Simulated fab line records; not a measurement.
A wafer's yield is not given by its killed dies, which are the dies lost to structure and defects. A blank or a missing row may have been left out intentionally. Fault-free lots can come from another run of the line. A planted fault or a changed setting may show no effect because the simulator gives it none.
Split-lot experiment / flow n5-finfet / 7 lots, 21 wafers read, on a route of 1938 steps

THE SPLIT ITSELF
At N5_BEOL_M14_SPUTTER_43 (material TaN, target thk 15 nm, time 24.19 s), the setting power-w was moved away from the recipe's 15000 W on 9 of the 21 wafers read, by -13.8% to +15.3%. The other wafers ran this setting at the recipe's value.

The reading comes from the split's own step.

THE READING
TaN_of_BEOL_M14_SPUTTER_43.thk-nm (the simulator's own value, which no gauge read), in nm, at N5_BEOL_M14_SPUTTER_43 (material TaN, target thk 15 nm, time 24.19 s). The file gives no usual value for it. Average 15.2 nm, standard deviation 0.2 nm, over the 12 wafers here run with the recipe.

wafer=L077.1; tool, chamber at the split=pvd-sputter-03, -; power-w as run, W=12930; against the recipe=-13.8%; TaN_of_BEOL_M14_SPUTTER_43.thk-nm, nm=13.4; against lot-mates on the recipe=-2.0
wafer=L077.2; tool, chamber at the split=pvd-sputter-03, -; power-w as run, W=15000; against the recipe=recipe; TaN_of_BEOL_M14_SPUTTER_43.thk-nm, nm=15.4; against lot-mates on the recipe=-
wafer=L077.3; tool, chamber at the split=pvd-sputter-03, -; power-w as run, W=12930; against the recipe=-13.8%; TaN_of_BEOL_M14_SPUTTER_43.thk-nm, nm=13.2; against lot-mates on the recipe=-2.2
wafer=L079.3; tool, chamber at the split=pvd-sputter-03, -; power-w as run, W=17300; against the recipe=+15.3%; TaN_of_BEOL_M14_SPUTTER_43.thk-nm, nm=17.2; against lot-mates on the recipe=+1.8
wafer=L079.4; tool, chamber at the split=pvd-sputter-03, -; power-w as run, W=17300; against the recipe=+15.3%; TaN_of_BEOL_M14_SPUTTER_43.thk-nm, nm=17.6; against lot-mates on the recipe=+2.2
wafer=L079.6; tool, chamber at the split=pvd-sputter-03, -; power-w as run, W=15000; against the recipe=recipe; TaN_of_BEOL_M14_SPUTTER_43.thk-nm, nm=15.4; against lot-mates on the recipe=-
wafer=L082.2; tool, chamber at the split=pvd-sputter-03, -; power-w as run, W=15000; against the recipe=recipe; TaN_of_BEOL_M14_SPUTTER_43.thk-nm, nm=15.4; against lot-mates on the recipe=-
wafer=L082.3; tool, chamber at the split=pvd-sputter-03, -; power-w as run, W=15000; against the recipe=recipe; TaN_of_BEOL_M14_SPUTTER_43.thk-nm, nm=15.4; against lot-mates on the recipe=-
wafer=L082.4; tool, chamber at the split=pvd-sputter-03, -; power-w as run, W=15000; against the recipe=recipe; TaN_of_BEOL_M14_SPUTTER_43.thk-nm, nm=15.2; against lot-mates on the recipe=-
wafer=L084.1; tool, chamber at the split=pvd-sputter-03, -; power-w as run, W=15960; against the recipe=+6.4%; TaN_of_BEOL_M14_SPUTTER_43.thk-nm, nm=16.2; against lot-mates on the recipe=+1.2
wafer=L084.4; tool, chamber at the split=pvd-sputter-03, -; power-w as run, W=15000; against the recipe=recipe; TaN_of_BEOL_M14_SPUTTER_43.thk-nm, nm=15; against lot-mates on the recipe=-
wafer=L084.5; tool, chamber at the split=pvd-sputter-03, -; power-w as run, W=15000; against the recipe=recipe; TaN_of_BEOL_M14_SPUTTER_43.thk-nm, nm=15; against lot-mates on the recipe=-
wafer=L085.1; tool, chamber at the split=pvd-sputter-03, -; power-w as run, W=15000; against the recipe=recipe; TaN_of_BEOL_M14_SPUTTER_43.thk-nm, nm=15; against lot-mates on the recipe=-
wafer=L085.4; tool, chamber at the split=pvd-sputter-03, -; power-w as run, W=16360; against the recipe=+9.1%; TaN_of_BEOL_M14_SPUTTER_43.thk-nm, nm=16.8; against lot-mates on the recipe=+1.8
wafer=L085.5; tool, chamber at the split=pvd-sputter-03, -; power-w as run, W=16360; against the recipe=+9.1%; TaN_of_BEOL_M14_SPUTTER_43.thk-nm, nm=16.6; against lot-mates on the recipe=+1.6
wafer=L087.2; tool, chamber at the split=pvd-sputter-02, -; power-w as run, W=12990; against the recipe=-13.4%; TaN_of_BEOL_M14_SPUTTER_43.thk-nm, nm=12.8; against lot-mates on the recipe=-2.0
wafer=L087.3; tool, chamber at the split=pvd-sputter-02, -; power-w as run, W=12990; against the recipe=-13.4%; TaN_of_BEOL_M14_SPUTTER_43.thk-nm, nm=12.6; against lot-mates on the recipe=-2.2
wafer=L087.4; tool, chamber at the split=pvd-sputter-02, -; power-w as run, W=15000; against the recipe=recipe; TaN_of_BEOL_M14_SPUTTER_43.thk-nm, nm=14.8; against lot-mates on the recipe=-
wafer=L097.3; tool, chamber at the split=pvd-sputter-03, -; power-w as run, W=15000; against the recipe=recipe; TaN_of_BEOL_M14_SPUTTER_43.thk-nm, nm=15; against lot-mates on the recipe=-
wafer=L097.5; tool, chamber at the split=pvd-sputter-03, -; power-w as run, W=15000; against the recipe=recipe; TaN_of_BEOL_M14_SPUTTER_43.thk-nm, nm=15; against lot-mates on the recipe=-
wafer=L097.6; tool, chamber at the split=pvd-sputter-03, -; power-w as run, W=15000; against the recipe=recipe; TaN_of_BEOL_M14_SPUTTER_43.thk-nm, nm=15.2; against lot-mates on the recipe=-

FIT RESULTS
A straight line over all 21 wafers: TaN_of_BEOL_M14_SPUTTER_43.thk-nm changes by +0.156 nm for each +1% of power-w; r = +0.98; the points scatter about the line by 0.25 nm.
The same after taking each lot's own level away (the mean of its wafers on the recipe; 21 wafers): +0.151 nm for each +1%; r = +0.99; scatter 0.19 nm.
On that fit, the largest move of power-w shifts the reading by 2.3 nm.
Across the lots, their own levels run from 14.80 to 15.40 nm, a range of 3.0 times the standard deviation given above.
Consequently the slope shifts little with the lot-to-lot level, the two slopes agreeing.
Check: +2.46 nm against its lot-mates is what the line predicts for one of the wafers moved furthest among these (+15.3%) when that wafer is left out of the fit. Against them it came out at +1.8 nm.

ADDITIONAL SPLITS CARRIED BY THESE WAFERS
Before the reading, these wafers also passed through other splits. Each is held against what the fit with the lots' levels taken away leaves over:
other split on the same wafers=N5_BEOL_M9_DESCUM_16 time-s; wafers away from the commonest value=8; r with TaN_of_BEOL_M14_SPUTTER_43.thk-nm (lot level and that fit taken away)=+0.42
other split on the same wafers=N5_BEOL_M10_COAT_63 spin-rpm; wafers away from the commonest value=9; r with TaN_of_BEOL_M14_SPUTTER_43.thk-nm (lot level and that fit taken away)=+0.31
other split on the same wafers=N5_BEOL_M10_COAT_64 spin-rpm; wafers away from the commonest value=7; r with TaN_of_BEOL_M14_SPUTTER_43.thk-nm (lot level and that fit taken away)=+0.12
other split on the same wafers=N5_BEOL_M10_ETCH_41 source-w; wafers away from the commonest value=8; r with TaN_of_BEOL_M14_SPUTTER_43.thk-nm (lot level and that fit taken away)=-0.17
other split on the same wafers=N5_BEOL_M13_COAT_58 spin-rpm; wafers away from the commonest value=4; r with TaN_of_BEOL_M14_SPUTTER_43.thk-nm (lot level and that fit taken away)=-0.30
other split on the same wafers=N5_BEOL_M13_COAT_04 spin-rpm; wafers away from the commonest value=8; r with TaN_of_BEOL_M14_SPUTTER_43.thk-nm (lot level and that fit taken away)=-0.18

FILE'S OWN FIT
TaN_of_BEOL_M14_SPUTTER_43.thk-nm changes by +0.152 nm for each +1% of power-w, r = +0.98.
